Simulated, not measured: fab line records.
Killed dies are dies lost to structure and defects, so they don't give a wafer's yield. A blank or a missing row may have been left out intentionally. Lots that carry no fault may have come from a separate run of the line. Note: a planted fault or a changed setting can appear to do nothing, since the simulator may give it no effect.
Problem report in the 8D (eight disciplines) form, filled by code || flow n5_finfet || the parts of the form that need people (team, actions taken, sign-off) are left out

== 1. PROBLEM STATEMENT ==
At N5_BEOL_M9_CMP_52, time_to_endpoint_s averages 32.8 s over 3 wafers from 2 lots, while fault-free wafers read 67.0 s, standard deviation 2.5. Relative to the usual mean, that is a shift of -14 standard deviations.
The step: polishes, stops on SiCOH lowk, t overpolish 7 s, target thk 140 nm.
Seen first at day 14 16:29 on cmp-02, wafer L372.6. Wafers with a number at this step in the record: 31, from 11 lots. Rule for "out" (also "out of limits"): further than 4 standard deviations from the usual mean. The rest of the wafers with a number are treated as sound.

== 2. WHAT IT IS, WHAT IT ISN'T ==
{"question": "which readings at this step", "is": "time_to_endpoint_s", "is not": "motor_current_A"}
{"question": "which lots", "is": "L372, L375", "is not": "L359, L360, L361, L363, L364, L365, L366, L368, L374"}
{"question": "which wafers of those lots", "is": "L372.6, L375.1, L375.6", "is not": "L372.4"}
{"question": "read on which tools", "is": "cmp-02, cmp-03", "is not": "cmp-01"}
{"question": "when", "is": "from day 14 16:29", "is not": "up to then (28 sound wafers)"}

== 3. WHAT RULES OUT EACH SUSPECT ==
Counting: any tool at a process step up to the reading remains a suspect provided it ran every lot that is out. Sound lots after the first of them don't rule it out here, since some wafers of a struck lot are sound.
- rie_diel-02 at N5_BEOL_M9_STRIP_36 (strips in N2/H2): kept. It ran every lot that is out, first L372 (day 14 13:21); its last sound lot up to then is L374 (day 14 10:26).
- ecd_cu-02 at N5_BEOL_M9_ECD_50 (material Cu, target thk 318 nm): kept. It ran every lot that is out, first L372 (day 14 15:46); its last sound lot up to then is L368 (day 13 13:51).
- Within rie_diel-02 at N5_BEOL_M9_STRIP_36: the wafers that are out ran in chambers 1, 2; their sound lot-mates ran in chamber 0.
What counting leaves: rie_diel-02 at N5_BEOL_M9_STRIP_36 and ecd_cu-02 at N5_BEOL_M9_ECD_50.

== 4. THE CAUSE (what the simulator had put in) ==
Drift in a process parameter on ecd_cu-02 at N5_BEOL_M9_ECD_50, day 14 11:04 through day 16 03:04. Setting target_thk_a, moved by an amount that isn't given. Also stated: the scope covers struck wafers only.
Counting left 2 suspects, and this tool is among them.

== 5. THE EFFECT CHAIN, in route order ==
One row per reading whose mean, taken over the struck wafers that have a number, lies over 3 standard deviations from the usual. Readings are gone through only where the record gives a usual standard deviation; hours: the median, over the lots, of the time from a lot's start at the first step in this table giving one to that lot's start at this step; sigmas: the change measured in usual standard deviations.
{"hours": 0, "step": "N5_BEOL_M9_CMP_52", "reading": "time_to_endpoint_s", "usual": "67.0 s", "on struck wafers": 32.8, "change": -34.2, "sigmas": -14}
Process steps it contains:
- N5_BEOL_M9_CMP_52: polishes, stops on SiCOH lowk, t overpolish 7 s, target thk 140 nm.

== 6. HOW IT WOULD HAVE BEEN CAUGHT EARLIER ==
First out-of-limits reading in this record: day 14 16:29, which is 5 hours after fault onset at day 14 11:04.
Among the 2 lots that are out, L375 began N5_BEOL_M9_ECD_50 on ecd_cu-02 after day 14 16:29. A hold on the tool at that time would have spared it.
